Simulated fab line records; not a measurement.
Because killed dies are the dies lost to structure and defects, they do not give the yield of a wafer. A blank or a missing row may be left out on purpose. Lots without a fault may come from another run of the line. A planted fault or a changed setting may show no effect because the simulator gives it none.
Comparing a struck lot with a sound one ; flow n5Finfet ; 36 out of 1938 route steps
Sound: these wafers, L241.1, L241.5, L241.6. Wafers L222.2, L222.4, L222.6 were the ones struck. The cause is given at the end.
For every step that has rows: the tool of each side, followed by ch and its chambers, followed by its first start. Under that, the readings that differ: sound wafers ; struck wafers ; difference of the means ; sigmas: that difference in standard deviations of wafers without a fault.
alike: same words and numbers on both sides, and readings whose means sit less than 2 such deviations apart. not compared: any withheld reading, any reading some wafer has no value for, any bound like >300 that may hide the same value, and any number with overlapping values for which the record gives no deviation.
Wherever a step has rows on one side only, a row that says differs or no value, or a row with sigmas, the two part there. Numbers that don't overlap but have no deviation are shown without sigmas and don't part them. Lack of a reading on every wafer of one side parts them only where that side has two or more wafers.

first, 8 steps without rows for these wafers: N5_BEOL_M8_SPUTTER_48 (material Cu, target thk 10 nm, time 1.667 s); N5_BEOL_M8_ECD_50 (material Cu, target thk 300 nm); N5_BEOL_M8_ANNEAL_51 (time 90 s); N5_BEOL_M8_CMP_52 (polishes, stops on SiCOH lowk, t overpolish 6.9 s, target thk 80 nm); N5_BEOL_M8_PRE_CLEAN_55 (time 15 s); N5_BEOL_M8_DEP_56 (deposits SiCN from 3MS/NH3, target thk 10 nm, time 17.5 s); N5_BEOL_M9_ILD_DEP_00 (deposits SiCOH lowk from DEMS/porogen, target thk 308.51 nm, time 58 s); N5_BEOL_M9_CURE_71 (cures SiCOH lowk, time 240 s).
N5_BEOL_M9_PECVD_70: deposits SiO2 from TEOS/O2, target thk 20 nm, time 22.7 s.
  sound on pecvd-01 ch 1,2, day 14 17:16; struck on pecvd-01 ch 0, day 10 00:49
reading;sound;struck;difference;sigmas
heaterPowerW (W);743 736 708;894 888 881;+159;+2
susceptorTempC (C);400.03 400.06 399.88;408.54 408.15 408.56;+8.43;+38
throttleValvePct (%);19.5 19.2 21.1;23.6 23.6 23.7;+3.7;+3
model.SiO2_of_BEOL_M9_PECVD_70.thkNm (nm);20 20 20;18.8 19 19.2;-1.0;
  alike: showerheadPlenumPTorr
then, 25 steps without rows for these wafers: N5_BEOL_M9_HM_DEP_02 (deposits TiN, target thk 20 nm); N5_BEOL_M9_COAT_59 (time 60 s, resist thk 100 nm); N5_BEOL_M9_COAT_60 (time 60 s, resist thk 30 nm); N5_BEOL_M9_COAT_05 (resist thk 90 nm); N5_BEOL_M9_EBR_07; N5_BEOL_M9_SOFTBAKE_06 (time 60 s); N5_BEOL_M9_EXPOSE_08 (exposes mask M9); N5_BEOL_M9_PEB_09 (peb time 60 s); N5_BEOL_M9_DEVELOP_10 (develop time 30 s); N5_BEOL_M9_DESCUM_16 (chemistry O2, time 7.9 s); N5_BEOL_M9_ETCH_61 (etches SiARC in CF4, target depth 39 nm, time 65 s); N5_BEOL_M9_ETCH_62 (etches SOC in N2/H2, target depth 110 nm, overetch 22 nm, time 165 s); N5_BEOL_M9_STRIP_68 (strips in N2/H2); N5_BEOL_M9_STRIP_67 (strips in CF4); N5_BEOL_M9_HM_OPEN_17 (chemistry Cl2/BCl3, target TiN, target depth 20 nm, overetch 6 nm); N5_BEOL_M9_STRIP_19 (strips in O2); N5_BEOL_M9_COAT_63 (time 60 s, resist thk 60 nm); N5_BEOL_M9_COAT_64 (time 60 s, resist thk 12 nm); N5_BEOL_M9_COAT_75 (time 60 s, resist thk 5 nm); N5_BEOL_M9_COAT_22 (resist thk 30 nm); N5_BEOL_M9_EBR_24; N5_BEOL_M9_SOFTBAKE_23 (time 60 s); N5_BEOL_M9_EXPOSE_25 (exposes mask V8); N5_BEOL_M9_PEB_26 (peb time 60 s); N5_BEOL_M9_DEVELOP_27 (develop time 30 s).
N5_BEOL_M9_HM_STRIP_39: strips TiN in peroxide tin strip, target depth 25 nm, time 158 s.
  sound on wetBench-04 ch 1,3,4, day 15 00:19; struck on wetBench-04 ch 0,1,3, day 10 04:14
reading;sound;struck;difference;sigmas
model.SiO2_of_BEOL_M9_PECVD_70.thkNm (nm);19.8 20 19.8;18.8 18.8 19;-1.0;
  alike: tempC
-- the record jumps here: 3 days lie between the struck wafers' starts before and after (it left off in module BEOL_M9 and takes up again in module PASSIVATION, whose first step shown is number 1936 of the route) --
N5_PASSIVATION_PROBE_49:
  sound: prober-01 at day 17 13:16; struck: prober-01 at day 12 23:57
  alike: defectLimitedYield, killed_at_M0_to_M3, killed_at_M4_up, killedAtContacts, killedAtFrontEnd, killedAtOther, killedDies, killedOpen, killedShort, sort_bin_5_function, sort_bin_6_memory, sortNPass, sortYieldPct

WHERE THEY PART
N5_BEOL_M9_PECVD_70 only, going by this record. Later steps at which nothing parts them and some readings are alike: N5_BEOL_M9_HM_STRIP_39, N5_PASSIVATION_PROBE_49.

WHY: the cause the simulator had injected
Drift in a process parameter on pecvd-01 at N5_BEOL_M9_PECVD_70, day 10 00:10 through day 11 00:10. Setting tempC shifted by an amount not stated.
